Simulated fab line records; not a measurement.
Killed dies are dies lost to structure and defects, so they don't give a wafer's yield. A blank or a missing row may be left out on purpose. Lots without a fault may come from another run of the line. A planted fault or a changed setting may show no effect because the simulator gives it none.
Which of the tools did it? ; flow n5-finfet ; 69 wafers from 23 lots sampled at 6 of the route's 1938 steps

## WHAT THE GAUGES SHOWED, per wafer
N5_MOL_CONTACT_COAG_OVL_MEAS_09.
lot;measured;on;CA_OVL (nm)
L074;day 4 15:09;overlay-02;0.6 -0.2 0.6
L076;day 5 02:46;overlay-01;0.9 1.3 1.0
L077;day 5 11:14;overlay-01;-0.9 -0.4 -0.2
L078;day 5 18:06;overlay-02;1.9 1.1 -0.5
L079;day 5 20:32;overlay-02;-0.6 0.2 -0.4
L080;day 6 04:07;overlay-01;0.4 0.8 0.4
L081;day 6 07:33;overlay-01;-0.3 0.1 -0.2
L082;day 6 14:14;overlay-01;0.9 -0.5 0.6
L083;day 6 19:59;overlay-02;-0.2 -0.7 0.3
L084;day 7 07:20;overlay-02;0.6 0.0 0.2
L085;day 7 15:02;overlay-01;0.7 0.6 0.7
L086;day 8 00:56;overlay-02;-1.3 -1.6 0.2
L087;day 8 18:42;overlay-02;-0.1 0.2 0.0
L088;day 8 20:57;overlay-02;0.1 -0.7 0.2
L089;day 8 22:17;overlay-01;-0.8 -0.3 -0.4
L090;day 9 01:59;overlay-02;-0.7 -0.2 0.5
L091;day 9 03:52;overlay-02;-1.0 -0.5 -0.4
L092;day 9 04:38;overlay-01;0.3 0.3 -0.1
L093;day 9 12:29;overlay-02;0.7 -0.6 0.4
L094;day 9 15:36;overlay-02;0.3 1.9 -0.2
L095;day 10 08:34;overlay-01;0.3 0.0 0.4
L096;day 10 08:37;overlay-02;0.6 0.5 1.5
L097;day 10 17:53;overlay-02;0.2 -0.5 0.1

## EACH LOT AND THE TOOL THAT RAN IT (in order: tool; ch and the chambers of the sampled wafers; start)
lot;N5_HKMG_FIN_STRIP_90;N5_GATE_CUT_PECVD_57;N5_GATE_CUT_DESCUM_18;N5_GATE_CUT_ETCH_47;N5_GATE_CUT_VAPOR_ETCH_49
L074;rie-diel-02 ch 0,1, day 4 05:29;pecvd-01 ch 0,1, day 4 10:14;rie-diel-03 ch 1,2,3, day 4 11:27;rie-metal-02 ch 0,1, day 4 12:00;rie-metal-02 ch 0,1, day 4 12:04
L076;rie-diel-05 ch 0,2,3, day 4 16:31;pecvd-01 ch 0,1,2, day 4 21:17;rie-diel-01 ch 0,2,3, day 4 22:25;rie-metal-03 ch 0,1, day 4 22:57;rie-metal-03 ch 0,1, day 4 23:01
L077;rie-diel-06 ch 0,1,3, day 4 23:30;pecvd-03 ch 0,1,2, day 5 05:38;rie-diel-01 ch 1,2,3, day 5 06:39;rie-metal-03 ch 0,1, day 5 07:12;rie-metal-03 ch 0,1, day 5 07:16
L078;rie-diel-05 ch 1,2, day 5 08:26;pecvd-04 ch 0,2, day 5 13:20;rie-diel-01 ch 2,3, day 5 14:20;rie-metal-01 ch 0,1, day 5 14:57;rie-metal-01 ch 0,1, day 5 15:01
L079;rie-diel-06 ch 1,2, day 5 10:38;pecvd-03 ch 0,2, day 5 15:43;rie-diel-01 ch 0,1, day 5 16:43;rie-metal-03 ch 0,1, day 5 17:16;rie-metal-03 ch 0,1, day 5 17:19
L080;rie-diel-02 ch 1,2, day 5 18:14;pecvd-03 ch 0,1,2, day 5 23:06;rie-diel-04 ch 1,2,3, day 6 00:17;rie-metal-01 ch 0,1, day 6 00:51;rie-metal-01 ch 0,1, day 6 00:55
L081;rie-diel-02 ch 0,1,2, day 5 21:40;pecvd-01 ch 0,1, day 6 02:42;rie-diel-03 ch 1,3, day 6 03:40;rie-metal-01 ch 0,1, day 6 04:13;rie-metal-01 ch 0,1, day 6 04:16
L082;rie-diel-06 ch 0,1, day 6 04:44;pecvd-04 ch 1,2, day 6 09:37;rie-diel-04 ch 0,2, day 6 10:29;rie-metal-01 ch 0,1, day 6 11:01;rie-metal-01 ch 0,1, day 6 11:05
L083;rie-diel-06 ch 1,2,3, day 6 10:28;pecvd-01 ch 0,2, day 6 15:18;rie-diel-03 ch 2,3, day 6 16:10;rie-metal-03 ch 0,1, day 6 16:43;rie-metal-03 ch 0,1, day 6 16:46
L084;rie-diel-05 ch 0,2,3, day 6 21:33;pecvd-01 ch 0,2, day 7 02:20;rie-diel-04 ch 0,2, day 7 03:31;rie-metal-03 ch 0,1, day 7 04:04;rie-metal-03 ch 0,1, day 7 04:08
L085;rie-diel-06 ch 0,1,3, day 7 05:31;pecvd-03 ch 0,1, day 7 10:17;rie-diel-04 ch 0,1,3, day 7 11:20;rie-metal-03 ch 0,1, day 7 11:53;rie-metal-03 ch 0,1, day 7 11:56
L086;rie-diel-05 ch 0,1,2, day 7 15:18;pecvd-01 ch 0,1, day 7 20:04;rie-diel-03 ch 0,1, day 7 21:03;rie-metal-01 ch 0,1, day 7 21:36;rie-metal-01 ch 0,1, day 7 21:40
L087;rie-diel-05 ch 0,2,3, day 8 08:26;pecvd-01 ch 0,2, day 8 13:53;rie-diel-01 ch 0,1, day 8 14:46;rie-metal-02 ch 0,1, day 8 15:18;rie-metal-02 ch 0,1, day 8 15:22
L088;rie-diel-06 ch 0,1,3, day 8 09:26;pecvd-04 ch 0,1,2, day 8 15:13;rie-diel-03 ch 1,2, day 8 16:15;rie-metal-03 ch 0,1, day 8 16:47;rie-metal-03 ch 0,1, day 8 16:51
L089;rie-diel-02 ch 0,1,3, day 8 10:34;pecvd-04 ch 0,1, day 8 16:04;rie-diel-03 ch 1,3, day 8 16:56;rie-metal-03 ch 0,1, day 8 17:29;rie-metal-03 ch 0,1, day 8 17:33
L090;rie-diel-05 ch 0,2, day 8 15:14;pecvd-01 ch 0,2, day 8 21:02;rie-diel-03 ch 0,1,3, day 8 22:18;rie-metal-03 ch 0,1, day 8 22:50;rie-metal-03 ch 0,1, day 8 22:54
L091;rie-diel-06 ch 0,1,3, day 8 15:36;pecvd-03 ch 0,2, day 8 23:05;rie-diel-03 ch 1,2,3, day 9 00:03;rie-metal-01 ch 0,1, day 9 00:36;rie-metal-01 ch 0,1, day 9 00:40
L092;rie-diel-06 ch 0,1,3, day 8 19:08;pecvd-03 ch 0,1,2, day 8 23:57;rie-diel-01 ch 0,2,3, day 9 00:56;rie-metal-01 ch 0,1, day 9 01:28;rie-metal-01 ch 0,1, day 9 01:32
L093;rie-diel-02 ch 1,2, day 9 02:39;pecvd-04 ch 0,1, day 9 07:38;rie-diel-03 ch 0,3, day 9 08:44;rie-metal-01 ch 0,1, day 9 09:17;rie-metal-01 ch 0,1, day 9 09:21
L094;rie-diel-02 ch 0,2,3, day 9 05:47;pecvd-01 ch 0,1, day 9 10:44;rie-diel-01 ch 0,1,2, day 9 11:46;rie-metal-02 ch 0,1, day 9 12:19;rie-metal-02 ch 0,1, day 9 12:22
L095;rie-diel-05 ch 0,1, day 9 14:41;pecvd-04 ch 0,1,2, day 9 19:28;rie-diel-04 ch 0,2,3, day 9 20:20;rie-metal-03 ch 0,1, day 9 20:52;rie-metal-03 ch 0,1, day 9 20:56
L096;rie-diel-05 ch 0,1,2, day 9 22:08;pecvd-03 ch 0,2, day 10 03:02;rie-diel-01 ch 0,1,2, day 10 04:45;rie-metal-01 ch 0,1, day 10 05:18;rie-metal-01 ch 0,1, day 10 05:22
L097;rie-diel-05 ch 0,2,3, day 10 07:32;pecvd-04 ch 0,2, day 10 12:45;rie-diel-03 ch 0,2,3, day 10 14:00;rie-metal-01 ch 0,1, day 10 14:33;rie-metal-01 ch 0,1, day 10 14:37
- N5_HKMG_FIN_STRIP_90: strips SOC in N2/H2, time 20 s.
- N5_GATE_CUT_PECVD_57: deposits SiNx from SiH4/NH3/N2, target thk 21 nm.
- N5_GATE_CUT_DESCUM_18: chemistry O2, time 7 s.
- N5_GATE_CUT_ETCH_47: etches SiO2 in Cl2/BCl3, target depth 10 nm.
- N5_GATE_CUT_VAPOR_ETCH_49: etches TiAlC in BCl3/Cl2.

## AS READ BY THE TOOLS THEMSELVES (means over the sampled wafers that have a number; for cases with no such wafer, the mark the record gives instead)
N5_HKMG_FIN_STRIP_90.
lot;tool;chamber-pressure-mTorr (mTorr);drypump-motor-current-A (A);oes-product-au (a.u.);rf-vpp-V (V);showerhead-plenum-p-Torr (Torr);throttle-valve-pct (%)
L074;rie-diel-02;50.04;5.9;0.79;54.6;3.41;18.9
L076;rie-diel-05;50.00;5.4;0.78;54.8;3.34;19.0
L077;rie-diel-06;50.01;5.6;0.79;54.5;3.45;18.7
L078;rie-diel-05;50.00;5.4;0.77;53.8;3.37;18.7
L079;rie-diel-06;50.02;6.0;0.72;54.1;3.23;19.2
L080;rie-diel-02;49.96;5.8;0.79;54.8;3.50;18.9
L081;rie-diel-02;49.98;5.7;0.83;53.6;3.43;18.6
L082;rie-diel-06;50.04;5.1;0.77;53.1;3.40;18.6
L083;rie-diel-06;49.96;6.1;0.70;54.4;3.31;19.1
L084;rie-diel-05;50.03;5.4;0.76;53.8;3.33;19.0
L085;rie-diel-06;50.02;5.6;0.76;53.9;3.44;18.7
L086;rie-diel-05;50.03;5.3;0.85;53.9;3.31;18.7
L087;rie-diel-05;49.99;5.4;0.75;53.9;3.32;19.0
L088;rie-diel-06;50.01;5.6;0.76;53.7;3.43;18.8
L089;rie-diel-02;49.98;5.8;0.79;54.2;3.37;18.9
L090;rie-diel-05;49.98;5.6;0.78;53.6;3.34;18.9
L091;rie-diel-06;50.00;5.6;0.75;55.0;3.43;18.8
L092;rie-diel-06;49.94;5.6;0.75;54.1;3.43;18.8
L093;rie-diel-02;49.98;5.8;0.76;55.1;3.49;19.0
L094;rie-diel-02;50.02;5.6;0.83;54.9;3.39;18.5
L095;rie-diel-05;49.98;5.0;0.87;54.4;3.28;18.5
L096;rie-diel-05;50.02;5.3;0.81;54.0;3.30;18.7
L097;rie-diel-05;49.99;5.5;0.82;54.0;3.31;18.9

N5_GATE_CUT_PECVD_57.
lot;tool;heater-power-w (W);showerhead-plenum-p-Torr (Torr);showerhead-vpp-V (V);throttle-valve-pct (%)
L074;pecvd-01;783;5.13;1064;40.7
L076;pecvd-01;814;5.17;1081;41.3
L077;pecvd-03;759;5.25;1062;39.1
L078;pecvd-04;683;5.16;1106;39.3
L079;pecvd-03;687;5.31;1045;38.0
L080;pecvd-03;786;5.26;1054;39.2
L081;pecvd-01;768;5.12;1080;39.7
L082;pecvd-04;693;5.17;1090;40.1
L083;pecvd-01;745;5.19;1116;42.0
L084;pecvd-01;731;5.19;1114;42.1
L085;pecvd-03;713;5.22;1043;40.4
L086;pecvd-01;747;5.12;1083;40.0
L087;pecvd-01;712;5.19;1120;42.0
L088;pecvd-04;727;5.09;1058;39.9
L089;pecvd-04;695;5.04;1015;40.1
L090;pecvd-01;750;5.15;1096;40.7
L091;pecvd-03;690;5.28;1073;38.5
L092;pecvd-03;760;5.26;1065;39.3
L093;pecvd-04;740;5.03;1015;39.9
L094;pecvd-01;787;5.13;1070;40.9
L095;pecvd-04;733;5.10;1059;39.8
L096;pecvd-03;710;5.30;1051;38.5
L097;pecvd-04;722;5.09;1100;39.2

N5_GATE_CUT_DESCUM_18.
lot;tool;chamber-pressure-mTorr (mTorr);drypump-motor-current-A (A);o2-flow-sccm (sccm);oes-product-au (a.u.);rf-vpp-V (V);showerhead-plenum-p-Torr (Torr);throttle-valve-pct (%)
L074;rie-diel-03;19.983;5.7;224.9;0.70;243.5;2.12;20.50
L076;rie-diel-01;20.008;5.2;225.0;0.76;243.7;2.09;20.31
L077;rie-diel-01;20.015;5.5;225.2;0.82;243.2;2.08;20.16
L078;rie-diel-01;19.993;5.5;224.6;0.78;243.7;2.13;20.19
L079;rie-diel-01;19.997;5.2;225.2;0.75;242.1;2.06;20.37
L080;rie-diel-04;20.007;5.7;224.5;0.79;242.2;2.02;20.11
L081;rie-diel-03;19.990;6.1;224.9;0.69;243.3;2.13;20.67
L082;rie-diel-04;19.973;6.1;223.9;0.83;243.5;2.11;20.14
L083;rie-diel-03;20.004;5.3;224.9;0.68;243.8;2.10;20.37
L084;rie-diel-04;20.015;5.9;224.4;0.76;243.9;2.08;20.38
L085;rie-diel-04;20.007;5.6;225.5;0.72;242.2;1.99;20.36
L086;rie-diel-03;20.014;6.2;225.6;0.68;243.4;2.11;20.54
L087;rie-diel-01;20.007;5.2;225.6;0.91;241.9;2.05;20.06
L088;rie-diel-03;20.005;5.9;225.2;0.77;244.5;2.14;20.50
L089;rie-diel-03;19.991;6.1;225.3;0.68;243.0;2.12;20.71
L090;rie-diel-03;20.014;6.0;225.1;0.67;243.4;2.09;20.47
L091;rie-diel-03;19.988;5.7;224.7;0.77;243.6;2.11;20.44
L092;rie-diel-01;20.000;5.2;224.9;0.82;243.6;2.08;20.20
L093;rie-diel-03;19.995;5.9;225.6;0.68;241.8;2.05;20.25
L094;rie-diel-01;20.006;5.3;225.1;0.85;242.6;2.04;20.17
L095;rie-diel-04;19.985;5.7;225.3;0.74;243.3;2.05;20.28
L096;rie-diel-01;20.003;5.3;225.7;0.84;241.8;2.04;20.18
L097;rie-diel-03;19.997;5.6;225.2;0.76;243.1;2.07;20.22

N5_GATE_CUT_ETCH_47.
lot;tool;chamber-pressure-mTorr (mTorr);drypump-motor-current-A (A);oes_ar_750_au (a.u.);oes-product-au (a.u.);throttle-valve-pct (%)
L074;rie-metal-02;9.992;5.4;0.63;0.60;22.69
L076;rie-metal-03;10.007;6.2;0.75;0.75;22.63
L077;rie-metal-03;9.997;6.2;0.74;0.76;22.62
L078;rie-metal-01;9.997;6.0;0.75;0.74;23.01
L079;rie-metal-03;9.999;5.6;0.68;0.70;22.56
L080;rie-metal-01;10.006;6.1;0.75;0.74;23.02
L081;rie-metal-01;10.002;6.1;0.75;0.74;23.02
L082;rie-metal-01;10.009;5.6;0.68;0.69;23.07
L083;rie-metal-03;10.001;5.6;0.68;0.70;22.57
L084;rie-metal-03;10.003;6.2;0.73;0.75;22.65
L085;rie-metal-03;10.003;6.2;0.73;0.74;22.64
L086;rie-metal-01;10.007;6.0;0.73;0.74;23.02
L087;rie-metal-02;9.994;5.4;0.74;0.71;22.53
L088;rie-metal-03;10.006;6.1;0.72;0.75;22.64
L089;rie-metal-03;9.996;6.2;0.73;0.74;22.66
L090;rie-metal-03;10.000;6.2;0.72;0.75;22.65
L091;rie-metal-01;10.003;5.6;0.67;0.67;23.09
L092;rie-metal-01;9.992;6.1;0.73;0.73;23.03
L093;rie-metal-01;9.996;5.6;0.66;0.68;23.08
L094;rie-metal-02;10.001;5.4;0.73;0.71;22.52
L095;rie-metal-03;10.003;6.2;0.72;0.73;22.66
L096;rie-metal-01;10.005;5.6;0.66;0.68;23.09
L097;rie-metal-01;10.001;5.6;0.65;0.66;23.10

N5_GATE_CUT_VAPOR_ETCH_49.
lot;tool;drypump-motor-current-A (A);oes-product-au (a.u.)
L074;rie-metal-02;5.4;0.60
L076;rie-metal-03;6.2;0.76
L077;rie-metal-03;6.2;0.75
L078;rie-metal-01;6.0;0.74
L079;rie-metal-03;5.6;0.70
L080;rie-metal-01;6.0;0.75
L081;rie-metal-01;6.0;0.74
L082;rie-metal-01;5.6;0.69
L083;rie-metal-03;5.6;0.70
L084;rie-metal-03;6.2;0.74
L085;rie-metal-03;6.2;0.74
L086;rie-metal-01;6.1;0.73
L087;rie-metal-02;5.3;0.70
L088;rie-metal-03;6.2;0.74
L089;rie-metal-03;6.2;0.74
L090;rie-metal-03;6.2;0.74
L091;rie-metal-01;5.6;0.67
L092;rie-metal-01;6.1;0.73
L093;rie-metal-01;5.6;0.67
L094;rie-metal-02;5.4;0.69
L095;rie-metal-03;6.2;0.73
L096;rie-metal-01;5.6;0.67
L097;rie-metal-01;5.6;0.66

## THE ANSWER, worked out from the rows above alone
Rule: the lots themselves supply what counts as usual. Put in order of their means at a reading, lots are off if they are a third of the lots or fewer, leave a main group of 4 or more, and stand apart from it by a gap of 3 or more times the standard deviation of the main group's means; of several such gaps the widest counts. The tables above print the reading to a certain number of digits; a main group whose means all agree to those digits is not used. A lot without any number at a reading at which 4 lots or more have one is off too. Any other lot the step has rows for is counted as sound. First the gauges in route order, then the tools' own readings, where a lot's mean is used as printed above. The first step at which some lot is off is used, and at that step the reading that is off furthest; a lot without a number counts as furthest.
Across all readings shown, no lot is off: no conclusion can be drawn from this.

## WHAT HAD BEEN PUT IN BY THE SIMULATOR
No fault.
